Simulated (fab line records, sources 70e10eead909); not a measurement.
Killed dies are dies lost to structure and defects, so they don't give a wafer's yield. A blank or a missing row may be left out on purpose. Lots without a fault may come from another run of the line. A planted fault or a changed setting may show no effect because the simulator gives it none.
One fault seen from 2 desks | flow nand_harc | each desk has only its own numbers; what lay behind them comes last

THE DEFECT DESK
What the inspections along the route counted, lot by lot: means of the sampled wafers that have a number. A lot is out of limits, marked OUT, if its mean lies more than 4 standard deviations from the usual mean; the brackets give that distance.
Columns: A = raw_defect_count at NHARC_A_BLC_INSPECT_28, usual 495
lot  | first seen here | A
L483 | day 23 23:01    | 733
L488 | day 25 21:15    | 766
L492 | day 28 00:28    | 357
L493 | day 28 06:23    | 564
L494 | day 28 15:43    | 448
L496 | day 29 13:29    | 376
L498 | day 30 12:04    | 416
L497 | day 30 13:58    | 547
L500 | day 30 18:27    | 505
L499 | day 30 20:22    | 443
L501 | day 31 11:40    | 541
L502 | day 32 02:58    | 515
L503 | day 33 02:35    | 451
This desk's finding: nothing out of limits on any of the 13 lots.

THE TOOL OWNER'S DESK: rie_diel-13
The tool's own readings at NHARC_A_M0_ETCH_34 (etches the open film in N2/H2, target depth 40 nm, overetch 12 nm, time 43.94 s): means of the sampled wafers that have a number, for each lot that ran on this tool. A lot is out of limits, marked OUT, if its mean lies more than 4 standard deviations from the usual mean; the brackets give that distance.
Columns: A = drypump_motor_current_A at NHARC_A_M0_ETCH_34, usual 6.0 A; B = oes_product_au at NHARC_A_M0_ETCH_34, usual 0.999 a.u.; C = rf_vpp_V at NHARC_A_M0_ETCH_34, usual 430.8 V; D = showerhead_plenum_p_Torr at NHARC_A_M0_ETCH_34, usual 2.05 Torr; E = throttle_valve_pct at NHARC_A_M0_ETCH_34, usual 14.173 %
lot  | first seen here | A   | B                | C     | D    | E
L488 | day 25 22:26    | 6.1 | 0.954 (-4.1) OUT | 431.4 | 2.05 | 14.171
L492 | day 28 01:38    | 5.8 | 1.004            | 431.7 | 2.08 | 14.169
L493 | day 28 07:35    | 6.3 | 1.006            | 430.9 | 2.04 | 14.171
L494 | day 28 16:54    | 6.4 | 1.005            | 429.0 | 2.03 | 14.169
L496 | day 29 14:31    | 6.2 | 1.007            | 431.0 | 2.05 | 14.186
L497 | day 30 15:01    | 6.1 | 1.002            | 431.4 | 2.05 | 14.177
L499 | day 30 21:33    | 6.3 | 1.002            | 430.7 | 2.04 | 14.176
L501 | day 31 12:50    | 6.3 | 1.002            | 430.9 | 2.04 | 14.167
L503 | day 33 03:45    | 6.3 | 0.994            | 431.8 | 2.05 | 14.179
This desk's finding: out of limits on L488; first on L488, day 25 22:26 (oes_product_au at NHARC_A_M0_ETCH_34). In limits: L492, L493, L494, L496, L497, L499, L501, L503.

PUT TOGETHER
The tool owner's desk could have raised an alarm at day 25 22:26, on L488.
The defect desk saw nothing out of limits.
The defect desk has L488 on record, within its limits.
Of the lots named, all ran NHARC_A_M0_ETCH_34 on rie_diel-13.

WHAT THE SIMULATOR HAD PUT IN
Process parameter drift: rie_diel-13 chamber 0, from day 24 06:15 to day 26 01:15, at NHARC_A_M0_ETCH_34. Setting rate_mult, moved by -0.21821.
Lots struck among those shown: L488.
Hours from the fault's start to each desk's first reading out of limits: the tool owner's desk, 40.
